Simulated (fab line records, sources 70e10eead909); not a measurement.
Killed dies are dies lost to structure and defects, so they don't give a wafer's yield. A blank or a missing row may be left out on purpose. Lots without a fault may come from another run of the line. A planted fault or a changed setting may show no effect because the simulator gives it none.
Which tool did it? | flow nand_harc | 24 lots, 72 wafers sampled, at 6 steps of a route of 1159

WHAT THE GAUGES READ, wafer by wafer
NHARC_P_CONTACT_INSPECT_14.
lot  | measured     | on                | raw_defect_count
L074 | day 5 12:49  | defect_inspect-02 | 1 1 1
L075 | day 5 13:52  | defect_inspect-01 | 1 4 4
L076 | day 6 00:41  | defect_inspect-01 | 2 3 5
L077 | day 6 03:44  | defect_inspect-01 | 3 1 1
L079 | day 6 16:00  | defect_inspect-02 | 10 5 8
L078 | day 6 16:52  | defect_inspect-02 | 2 1 3
L080 | day 7 05:43  | defect_inspect-01 | 2 3 2
L081 | day 7 05:55  | defect_inspect-01 | 3 8 7
L084 | day 7 17:59  | defect_inspect-01 | 5 7 9
L083 | day 7 18:26  | defect_inspect-02 | 2 2 3
L082 | day 7 19:18  | defect_inspect-01 | 3 3 3
L087 | day 8 19:28  | defect_inspect-02 | 2 1 2
L088 | day 8 21:24  | defect_inspect-02 | 5 2 2
L085 | day 8 22:23  | defect_inspect-01 | 3 1 2
L086 | day 9 02:50  | defect_inspect-02 | 5 4 1
L089 | day 9 09:50  | defect_inspect-01 | 1 9 2
L090 | day 9 14:28  | defect_inspect-02 | 7 3 0
L092 | day 9 18:37  | defect_inspect-02 | 1 2 5
L091 | day 9 19:22  | defect_inspect-01 | 3 7 2
L093 | day 10 04:44 | defect_inspect-01 | 3 4 3
L094 | day 10 11:28 | defect_inspect-02 | 3 3 1
L096 | day 10 22:00 | defect_inspect-01 | 1 1 3
L095 | day 10 22:52 | defect_inspect-01 | 1 6 4
L097 | day 11 02:38 | defect_inspect-01 | 3 6 2

NHARC_P_M0_INSPECT_27.
lot  | measured     | on                | raw_defect_count
L074 | day 5 19:37  | defect_inspect-02 | 422 344 388
L075 | day 5 23:29  | defect_inspect-02 | 122 256 187
L076 | day 6 09:15  | defect_inspect-02 | 298 547 243
L077 | day 6 13:01  | defect_inspect-01 | 153 339 373
L079 | day 7 02:09  | defect_inspect-02 | 193 398 367
L078 | day 7 02:54  | defect_inspect-01 | 320 195 271
L080 | day 7 15:57  | defect_inspect-02 | 520 542 418
L081 | day 7 16:28  | defect_inspect-01 | 296 365 442
L084 | day 8 01:13  | defect_inspect-01 | 239 233 90
L083 | day 8 04:55  | defect_inspect-02 | 300 273 240
L082 | day 8 06:02  | defect_inspect-02 | 267 191 270
L087 | day 9 06:10  | defect_inspect-01 | 266 156 417
L088 | day 9 12:29  | defect_inspect-01 | 166 254 357
L085 | day 9 13:01  | defect_inspect-01 | 534 311 387
L086 | day 9 13:48  | defect_inspect-02 | 174 197 213
L089 | day 9 16:37  | defect_inspect-02 | 240 240 285
L090 | day 9 23:19  | defect_inspect-01 | 356 373 274
L092 | day 10 01:24 | defect_inspect-02 | 201 243 307
L091 | day 10 02:11 | defect_inspect-02 | 321 199 215
L093 | day 10 14:11 | defect_inspect-01 | 371 262 325
L094 | day 10 19:58 | defect_inspect-02 | 213 285 218
L096 | day 11 04:37 | defect_inspect-02 | 179 304 241
L095 | day 11 05:35 | defect_inspect-01 | 410 369 391
L097 | day 11 09:16 | defect_inspect-01 | 300 218 182

NHARC_P_M1_INSPECT_11.
lot  | measured     | on                | raw_defect_count
L074 | day 5 21:34  | defect_inspect-01 | 5 0 5
L075 | day 6 01:22  | defect_inspect-01 | 1 4 5
L076 | day 6 10:45  | defect_inspect-02 | 6 1 2
L077 | day 6 14:25  | defect_inspect-02 | 7 3 3
L079 | day 7 03:37  | defect_inspect-02 | 6 7 8
L078 | day 7 04:25  | defect_inspect-02 | 1 4 4
L080 | day 7 17:28  | defect_inspect-02 | 4 3 3
L081 | day 7 18:07  | defect_inspect-01 | 4 7 4
L084 | day 8 02:40  | defect_inspect-01 | 4 5 7
L083 | day 8 06:26  | defect_inspect-01 | 4 4 3
L082 | day 8 07:34  | defect_inspect-02 | 3 7 3
L087 | day 9 07:40  | defect_inspect-02 | 2 2 5
L088 | day 9 13:51  | defect_inspect-02 | 4 2 3
L085 | day 9 14:45  | defect_inspect-02 | 8 2 5
L086 | day 9 15:26  | defect_inspect-01 | 7 4 3
L089 | day 9 18:11  | defect_inspect-02 | 0 10 4
L090 | day 10 00:41 | defect_inspect-01 | 3 4 1
L092 | day 10 02:50 | defect_inspect-01 | 7 5 5
L091 | day 10 03:42 | defect_inspect-01 | 4 3 2
L093 | day 10 15:34 | defect_inspect-02 | 3 2 2
L094 | day 10 21:21 | defect_inspect-01 | 2 3 4
L096 | day 11 06:08 | defect_inspect-01 | 2 3 3
L095 | day 11 06:57 | defect_inspect-01 | 4 6 3
L097 | day 11 10:46 | defect_inspect-02 | 2 2 5

WHICH TOOL RAN EACH LOT (tool, then ch and the chambers of the sampled wafers, then the start)
lot  | NHARC_P_CONTACT_DESCUM_17          | NHARC_P_CONTACT_ETCH_36                       | NHARC_P_CONTACT_PVD_32
L074 | rie_diel-12 ch 0,2,3, day 5 12:53  | rie_diel-12 ch 1,2,3, day 5 19:37 or earlier  | pvd_sputter-02, day 5 19:37 or earlier
L075 | rie_diel-12 ch 0,2,3, day 5 13:56  | rie_diel-12 ch 0,1,3, day 5 23:29 or earlier  | pvd_sputter-02, day 5 23:29 or earlier
L076 | rie_diel-06 ch 1,3, day 6 00:45    | rie_diel-06 ch 0,3, day 6 09:15 or earlier    | pvd_sputter-02, day 6 09:15 or earlier
L077 | rie_diel-06 ch 0,1, day 6 03:49    | rie_diel-06 ch 1,2,3, day 6 13:01 or earlier  | pvd_sputter-03, day 6 13:01 or earlier
L079 | rie_diel-12 ch 2,3, day 6 16:04    | rie_diel-12 ch 0,2, day 7 02:09 or earlier    | pvd_sputter-03, day 7 02:09 or earlier
L078 | rie_diel-06 ch 0,2,3, day 6 16:56  | rie_diel-06 ch 0,2,3, day 7 02:54 or earlier  | pvd_sputter-01, day 7 02:54 or earlier
L080 | rie_diel-12 ch 0,1,2, day 7 05:46  | rie_diel-12 ch 0,1,2, day 7 15:57 or earlier  | pvd_sputter-01, day 7 15:57 or earlier
L081 | rie_diel-06 ch 0,3, day 7 05:58    | rie_diel-06 ch 1,2,3, day 7 16:28 or earlier  | pvd_sputter-03, day 7 16:28 or earlier
L084 | rie_diel-06 ch 2,3, day 7 18:02    | rie_diel-06 ch 0,2,3, day 8 01:13 or earlier  | pvd_sputter-03, day 8 01:13 or earlier
L083 | rie_diel-12 ch 2,3, day 7 18:29    | rie_diel-12 ch 1,2,3, day 8 04:55 or earlier  | pvd_sputter-02, day 8 04:55 or earlier
L082 | rie_diel-06 ch 0,1,2, day 7 19:22  | rie_diel-06 ch 1,2,3, day 8 06:02 or earlier  | pvd_sputter-03, day 8 06:02 or earlier
L087 | rie_diel-12 ch 0,1, day 8 19:32    | rie_diel-12 ch 0,1, day 9 06:10 or earlier    | pvd_sputter-02, day 9 06:10 or earlier
L088 | rie_diel-12 ch 0,1,2, day 8 21:28  | rie_diel-12 ch 0,2,3, day 9 12:29 or earlier  | pvd_sputter-03, day 9 12:29 or earlier
L085 | rie_diel-02 ch 0,1,2, day 8 22:27  | rie_diel-02 ch 0,1,3, day 9 13:01 or earlier  | pvd_sputter-01, day 9 13:01 or earlier
L086 | rie_diel-12 ch 0,2,3, day 9 02:54  | rie_diel-12 ch 0,2,3, day 9 13:48 or earlier  | pvd_sputter-02, day 9 13:48 or earlier
L089 | rie_diel-12 ch 0,1,2, day 9 09:53  | rie_diel-12 ch 1,3, day 9 16:37 or earlier    | pvd_sputter-02, day 9 16:37 or earlier
L090 | rie_diel-02 ch 0,2, day 9 14:32    | rie_diel-02 ch 0,2,3, day 9 23:19 or earlier  | pvd_sputter-03, day 9 23:19 or earlier
L092 | rie_diel-06 ch 0,1,2, day 9 18:41  | rie_diel-06 ch 0,1,3, day 10 01:24 or earlier | pvd_sputter-03, day 10 01:24 or earlier
L091 | rie_diel-02 ch 0,1,3, day 9 19:27  | rie_diel-02 ch 0,1,2, day 10 02:11 or earlier | pvd_sputter-01, day 10 02:11 or earlier
L093 | rie_diel-12 ch 0,3, day 10 04:48   | rie_diel-12 ch 0,1,3, day 10 14:11 or earlier | pvd_sputter-01, day 10 14:11 or earlier
L094 | rie_diel-06 ch 2,3, day 10 11:31   | rie_diel-06 ch 2,3, day 10 19:58 or earlier   | pvd_sputter-03, day 10 19:58 or earlier
L096 | rie_diel-12 ch 0,3, day 10 22:04   | rie_diel-12 ch 0,3, day 11 04:37 or earlier   | pvd_sputter-01, day 11 04:37 or earlier
L095 | rie_diel-06 ch 0,1,3, day 10 22:56 | rie_diel-06 ch 1,3, day 11 05:35 or earlier   | pvd_sputter-02, day 11 05:35 or earlier
L097 | rie_diel-12 ch 0,1,3, day 11 02:43 | rie_diel-12 ch 1,3, day 11 09:16 or earlier   | pvd_sputter-02, day 11 09:16 or earlier
- NHARC_P_CONTACT_DESCUM_17: chemistry O2, time 3 s.
- NHARC_P_CONTACT_ETCH_36: etches the open film in N2/H2, target depth 260 nm, time 406.25 s.
- NHARC_P_CONTACT_PVD_32: deposits Ti, target thk 5 nm, time 17.7 s.

WHAT THE TOOLS THEMSELVES READ (means of the sampled wafers that have a number; where no wafer has one, the mark that the record gives instead)
NHARC_P_CONTACT_DESCUM_17.
lot  | tool        | chamber_pressure_mTorr (mTorr) | drypump_motor_current_A (A) | oes_product_au (a.u.) | rf_vpp_V (V) | showerhead_plenum_p_Torr (Torr) | throttle_valve_pct (%)
L074 | rie_diel-12 | 60.01                          | 5.6                         | 1.004                 | 57.9         | 1.93                            | 11.309
L075 | rie_diel-12 | 60.00                          | 5.5                         | 1.000                 | 58.0         | 1.92                            | 11.320
L076 | rie_diel-06 | 60.02                          | 5.4                         | 0.987                 | 57.7         | 1.93                            | 11.321
L077 | rie_diel-06 | 59.97                          | 5.1                         | 0.997                 | 57.0         | 1.88                            | 11.307
L079 | rie_diel-12 | 60.05                          | 5.2                         | 1.007                 | 57.3         | 1.84                            | 11.312
L078 | rie_diel-06 | 59.97                          | 5.4                         | 1.002                 | 57.9         | 1.94                            | 11.309
L080 | rie_diel-12 | 60.00                          | 5.8                         | 0.995                 | 57.0         | 1.95                            | 11.308
L081 | rie_diel-06 | 60.01                          | 5.3                         | 0.996                 | 57.9         | 1.90                            | 11.323
L084 | rie_diel-06 | 60.00                          | 5.5                         | 0.994                 | 58.2         | 1.96                            | 11.307
L083 | rie_diel-12 | 59.99                          | 5.2                         | 1.002                 | 58.2         | 1.84                            | 11.310
L082 | rie_diel-06 | 60.05                          | 5.4                         | 1.002                 | 58.3         | 1.95                            | 11.314
L087 | rie_diel-12 | 60.01                          | 5.8                         | 0.999                 | 58.0         | 1.98                            | 11.310
L088 | rie_diel-12 | 59.97                          | 5.8                         | 1.003                 | 57.9         | 1.95                            | 11.313
L085 | rie_diel-02 | 60.03                          | 6.1                         | 1.000                 | 58.2         | 2.01                            | 11.310
L086 | rie_diel-12 | 60.04                          | 5.6                         | 1.001                 | 57.9         | 1.92                            | 11.315
L089 | rie_diel-12 | 60.01                          | 5.7                         | 1.005                 | 58.4         | 1.95                            | 11.304
L090 | rie_diel-02 | 60.02                          | 6.1                         | 1.000                 | 58.0         | 2.00                            | 11.318
L092 | rie_diel-06 | 60.03                          | 5.4                         | 1.005                 | 58.0         | 1.94                            | 11.315
L091 | rie_diel-02 | 60.01                          | 5.7                         | 1.005                 | 58.3         | 1.98                            | 11.307
L093 | rie_diel-12 | 59.97                          | 5.5                         | 1.018                 | 58.2         | 1.95                            | 11.309
L094 | rie_diel-06 | 60.02                          | 5.7                         | 1.002                 | 57.7         | 1.99                            | 11.308
L096 | rie_diel-12 | 59.95                          | 5.5                         | 1.022                 | 58.6         | 1.95                            | 11.305
L095 | rie_diel-06 | 59.97                          | 5.3                         | 1.000                 | 57.9         | 1.90                            | 11.322
L097 | rie_diel-12 | 59.97                          | 5.4                         | 1.000                 | 57.4         | 1.90                            | 11.319

NHARC_P_CONTACT_ETCH_36.
lot  | tool        | chamber_pressure_mTorr (mTorr) | drypump_motor_current_A (A) | oes_product_au (a.u.) | rf_vpp_V (V) | showerhead_plenum_p_Torr (Torr) | throttle_valve_pct (%)
L074 | rie_diel-12 | 30.021                         | 5.4                         | 0.999                 | 428.9        | 2.00                            | 14.166
L075 | rie_diel-12 | 29.983                         | 5.4                         | 0.990                 | 430.2        | 2.03                            | 14.164
L076 | rie_diel-06 | 30.028                         | 5.3                         | 0.997                 | 430.3        | 2.02                            | 14.171
L077 | rie_diel-06 | 29.973                         | 5.6                         | 0.995                 | 431.8        | 2.10                            | 14.178
L079 | rie_diel-12 | 30.004                         | 5.9                         | 1.000                 | 433.6        | 2.14                            | 14.177
L078 | rie_diel-06 | 30.023                         | 5.4                         | 0.998                 | 431.5        | 2.07                            | 14.169
L080 | rie_diel-12 | 29.990                         | 5.8                         | 0.994                 | 431.7        | 2.08                            | 14.164
L081 | rie_diel-06 | 29.994                         | 5.5                         | 0.996                 | 432.4        | 2.10                            | 14.177
L084 | rie_diel-06 | 30.016                         | 5.4                         | 1.005                 | 430.8        | 2.07                            | 14.174
L083 | rie_diel-12 | 29.965                         | 5.4                         | 0.994                 | 430.0        | 1.99                            | 14.181
L082 | rie_diel-06 | 29.964                         | 5.5                         | 1.001                 | 432.8        | 2.10                            | 14.172
L087 | rie_diel-12 | 29.975                         | 5.7                         | 0.997                 | 432.2        | 2.11                            | 14.170
L088 | rie_diel-12 | 29.991                         | 5.6                         | 0.996                 | 431.1        | 2.05                            | 14.158
L085 | rie_diel-02 | 29.988                         | 5.7                         | 1.008                 | 432.3        | 2.11                            | 14.177
L086 | rie_diel-12 | 29.999                         | 5.6                         | 0.998                 | 430.8        | 2.05                            | 14.170
L089 | rie_diel-12 | 29.984                         | 5.3                         | 0.993                 | 428.0        | 1.97                            | 14.169
L090 | rie_diel-02 | 30.021                         | 5.7                         | 1.009                 | 432.1        | 2.09                            | 14.165
L092 | rie_diel-06 | 30.009                         | 5.3                         | 0.985                 | 431.4        | 2.03                            | 14.162
L091 | rie_diel-02 | 30.020                         | 6.1                         | 0.996                 | 433.6        | 2.15                            | 14.177
L093 | rie_diel-12 | 29.959                         | 5.4                         | 1.002                 | 430.5        | 2.02                            | 14.171
L094 | rie_diel-06 | 30.012                         | 5.7                         | 1.000                 | 433.0        | 2.13                            | 14.178
L096 | rie_diel-12 | 29.991                         | 5.2                         | 1.011                 | 429.1        | 1.99                            | 14.176
L095 | rie_diel-06 | 29.985                         | 5.4                         | 0.990                 | 431.5        | 2.06                            | 14.174
L097 | rie_diel-12 | 29.995                         | 5.0                         | 0.997                 | 427.4        | 1.93                            | 14.169

NHARC_P_CONTACT_PVD_32.
lot  | tool           | throttle_valve_pct (%)
L074 | pvd_sputter-02 | 29.6
L075 | pvd_sputter-02 | 29.6
L076 | pvd_sputter-02 | 29.7
L077 | pvd_sputter-03 | 30.8
L079 | pvd_sputter-03 | 31.0
L078 | pvd_sputter-01 | 29.6
L080 | pvd_sputter-01 | 29.9
L081 | pvd_sputter-03 | 30.4
L084 | pvd_sputter-03 | 30.4
L083 | pvd_sputter-02 | 29.7
L082 | pvd_sputter-03 | 30.5
L087 | pvd_sputter-02 | 30.3
L088 | pvd_sputter-03 | 29.9
L085 | pvd_sputter-01 | 29.6
L086 | pvd_sputter-02 | 29.8
L089 | pvd_sputter-02 | 30.3
L090 | pvd_sputter-03 | 30.7
L092 | pvd_sputter-03 | 29.9
L091 | pvd_sputter-01 | 29.8
L093 | pvd_sputter-01 | 29.2
L094 | pvd_sputter-03 | 30.6
L096 | pvd_sputter-01 | 29.7
L095 | pvd_sputter-02 | 29.1
L097 | pvd_sputter-02 | 29.8

THE ANSWER, worked out from the rows above alone
Rule: what is usual is taken from the lots themselves. Put in order of their means at a reading, lots are off if they are a third of the lots or fewer, leave a main group of 4 or more, and stand apart from it by a gap of 3 or more times the standard deviation of the main group's means; of several such gaps the widest counts. A main group whose means are all the same, to the digits that the tables above print for the reading, isn't used. A lot without any number at a reading at which 4 lots or more have one is off too. The other lots that the step has rows for count as sound. The gauges are gone through in route order, then the tools' own readings, and for those a lot's mean is taken as printed above. The first step at which some lot is off is used, and at that step the reading that is off furthest; a lot without a number counts as furthest.
No lot is off at any reading shown: from this, nothing can be told.

WHAT THE SIMULATOR HAD PUT IN
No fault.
